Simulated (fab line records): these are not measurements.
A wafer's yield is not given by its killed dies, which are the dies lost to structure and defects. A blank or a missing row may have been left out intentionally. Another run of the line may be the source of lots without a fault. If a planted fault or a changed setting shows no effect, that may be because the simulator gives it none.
Matching of chambers ; flow n5_finfet ; N5_BEOL_M12_ETCH_59 on rie_diel-01: 4 sister chambers
The step etches BARC in N2/H2, target depth 89 nm, overetch 26.7 nm, time 67.9 s. 4 wafers are shown with their chamber, then 11 later ones without.

== WAFERS WITH THEIR CHAMBER ==
wafer;chamber;throttle_valve_pct (%)
L080.4;1;18.71
L084.2;0;18.11
L086.3;2;18.11
L089.1;3;18.02

== WAFERS WITH NO CHAMBER GIVEN ==
wafer;throttle_valve_pct (%)
L089.2;18.10
L089.3;18.12
L088.1;18.11
L088.5;18.01
L088.6;18.13
L094.3;18.16
L094.4;18.14
L094.6;18.13
L096.4;18.14
L096.5;18.02
L096.6;18.14

== EACH ONE'S CHAMBER ==
wafer;from the rows above;in truth
L089.2;can't be placed: 0 or 2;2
L089.3;can't be placed: 0 or 2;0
L088.1;can't be placed: 0 or 2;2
L088.5;3;3
L088.6;can't be placed: 0 or 2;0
L094.3;can't be placed: 0 or 2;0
L094.4;can't be placed: 0 or 2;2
L094.6;can't be placed: 0 or 2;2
L096.4;can't be placed: 0 or 2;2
L096.5;3;3
L096.6;can't be placed: 0 or 2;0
2 of 11 placed correctly. From these rows, 9 cannot be placed; in 9 the true chamber is one of the candidates. Number placed wrongly: 0.
How it was worked out, from the rows above alone: a wafer's distance from a chamber is the root of the sum, over the readings, of the square of ((its reading less the chamber's mean) divided by the reading's scatter). If the next closest chamber is less than 2 further off than the closest, the wafer can't be placed; otherwise it belongs to the closest. The mean given for a chamber averages the wafers shown for that chamber. The scatter: root of mean squared gap, hidden wafer to nearest shown wafer, with one shown wafer a chamber.
